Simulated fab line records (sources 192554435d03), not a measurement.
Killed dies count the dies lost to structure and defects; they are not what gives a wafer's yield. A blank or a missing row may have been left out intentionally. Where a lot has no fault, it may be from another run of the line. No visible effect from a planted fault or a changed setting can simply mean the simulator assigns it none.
Lot-split experiment | flow n5 finfet | 7 lots, 21 wafers read, on a route of 1938 steps

== ON THE SPLIT ==
At N5_BEOL_M11_COAT_05 (resist thk 90 nm), the setting spin rpm was moved away from the recipe's 1500 rpm on 3 of the 21 wafers read, by -10.4% to +9.9%. This setting was run at the recipe's value on the other wafers.

The reading is taken at the split's own step.

== THE READING ==
CAR-ArF_of_BEOL_M11_COAT_05.thk nm (the simulator's own value, which no gauge read), in nm, at N5_BEOL_M11_COAT_05 (resist thk 90 nm). No usual value for it is given in the file. Here, 18 wafers ran the recipe; their average is 90.1 nm with a standard deviation of 0.22 nm.

wafer  | tool, chamber at the split | spin rpm as run, rpm | against the recipe | CAR-ArF_of_BEOL_M11_COAT_05.thk nm, nm | against lot-mates on the recipe
L074.1 | litho track-05, 0          | 1500                 | recipe             | 89.8                                   | -
L074.5 | litho track-05, 0          | 1500                 | recipe             | 89.8                                   | -
L074.4 | litho track-05, 0          | 1500                 | recipe             | 90                                     | -
L080.2 | litho track-05, 0          | 1500                 | recipe             | 90                                     | -
L080.3 | litho track-05, 0          | 1500                 | recipe             | 90                                     | -
L080.6 | litho track-05, 0          | 1500                 | recipe             | 89.8                                   | -
L089.2 | litho track-02, 0          | 1500                 | recipe             | 90                                     | -
L089.4 | litho track-02, 0          | 1649                 | +9.9%              | 86                                     | -4.2
L089.5 | litho track-02, 0          | 1500                 | recipe             | 90.4                                   | -
L088.1 | litho track-01, 0          | 1500                 | recipe             | 90.2                                   | -
L088.4 | litho track-01, 0          | 1500                 | recipe             | 90.2                                   | -
L088.3 | litho track-01, 0          | 1500                 | recipe             | 90.4                                   | -
L090.1 | litho track-01, 0          | 1500                 | recipe             | 90                                     | -
L090.6 | litho track-01, 0          | 1500                 | recipe             | 90                                     | -
L090.4 | litho track-01, 0          | 1500                 | recipe             | 90.2                                   | -
L091.1 | litho track-05, 0          | 1500                 | recipe             | 90.6                                   | -
L091.2 | litho track-05, 0          | 1500                 | recipe             | 90.4                                   | -
L091.4 | litho track-05, 0          | 1500                 | recipe             | 90.2                                   | -
L095.2 | litho track-02, 0          | 1500                 | recipe             | 90                                     | -
L095.4 | litho track-02, 0          | 1344                 | -10.4%             | 95                                     | +5.0
L095.5 | litho track-02, 0          | 1344                 | -10.4%             | 95.6                                   | +5.6

THE FIT
A straight line over all 21 wafers: CAR-ArF_of_BEOL_M11_COAT_05.thk nm changes by -0.47 nm for each +1% of spin rpm; r = -0.99; the points scatter about the line by 0.28 nm.
The same after taking each lot's own level away (the mean of its wafers on the recipe; 21 wafers): -0.48 nm for each +1%; r = -0.99; scatter 0.22 nm.
According to that fit, moving spin rpm by its largest amount changes the reading by 5 nm.
From 89.87 to 90.40 nm: that is the span of the lots' own levels, equal to 2.4 times the standard deviation above.
Hence the lot-to-lot level has little effect on the slope; both slopes agree.
Check: with one of the wafers moved furthest among these (-10.4%) left out of the fit, the line predicts +5.08 nm for it against its lot-mates. Against them it came out at +5 nm.

== THESE WAFERS: OTHER SPLITS ==
Note: prior to the reading, these wafers also went through further splits. Each is held against what the fit with the lots' levels taken away leaves over:
other split on the same wafers     | wafers away from the commonest value | r with CAR-ArF_of_BEOL_M11_COAT_05.thk nm (lot level and that fit taken away)
N5_BEOL_M8_TRENCH_ETCH_37 time s   | 6                                    | -0.04
N5_BEOL_M10_HM_DEP_02 target thk a | 6                                    | +0.04
N5_BEOL_M10_COAT_60 spin rpm       | 8                                    | +0.01
N5_BEOL_M11_ILD_DEP_00 time s      | 8                                    | +0.07
N5_BEOL_M11_COAT_59 spin rpm       | 7                                    | -0.30

== FILE'S OWN FIT ==
CAR-ArF_of_BEOL_M11_COAT_05.thk nm changes by -0.468 nm for each +1% of spin rpm, r = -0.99.
